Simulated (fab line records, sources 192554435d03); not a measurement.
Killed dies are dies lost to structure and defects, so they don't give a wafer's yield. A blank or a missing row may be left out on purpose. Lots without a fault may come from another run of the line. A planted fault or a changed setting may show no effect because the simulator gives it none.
Which tool did it? | flow n5_finfet | 12 lots, 36 wafers sampled, at 1 step of a route of 1938

WHAT THE GAUGES READ, wafer by wafer
N5_BEOL_M10_THK_MEAS_53: measures by xrf.
lot  | measured     | on            | M10_THK (nm)
L075 | day 11 04:04 | film_metro-01 | 140 138 139
L079 | day 11 16:10 | film_metro-02 | 143 142 140
L078 | day 11 21:02 | film_metro-01 | 136 138 141
L081 | day 12 11:41 | film_metro-02 | 140 136 140
L083 | day 13 00:40 | film_metro-02 | 143 144 150
L088 | day 13 15:41 | film_metro-02 | 137 138 137
L086 | day 13 19:53 | film_metro-01 | 146 137 142
L087 | day 14 13:57 | film_metro-01 | 139 139 139
L091 | day 15 06:07 | film_metro-02 | 136 140 137
L094 | day 15 14:17 | film_metro-01 | 145 134 143
L093 | day 15 18:12 | film_metro-02 | 139 142 136
L097 | day 16 17:54 | film_metro-01 | 137 137 134

WHICH TOOL RAN EACH LOT (tool, then ch and the chambers of the sampled wafers, then the start)
The record holds no process step before these readings.

THE ANSWER, worked out from the rows above alone
Rule: what is usual is taken from the lots themselves. Put in order of their means at a reading, lots are off if they are a third of the lots or fewer, leave a main group of 4 or more, and stand apart from it by a gap of 3 or more times the standard deviation of the main group's means; of several such gaps the widest counts. A main group whose means are all the same, to the digits that the tables above print for the reading, isn't used. A lot without any number at a reading at which 4 lots or more have one is off too. The other lots that the step has rows for count as sound.
No lot is off at any reading shown: from this, nothing can be told.

WHAT THE SIMULATOR HAD PUT IN
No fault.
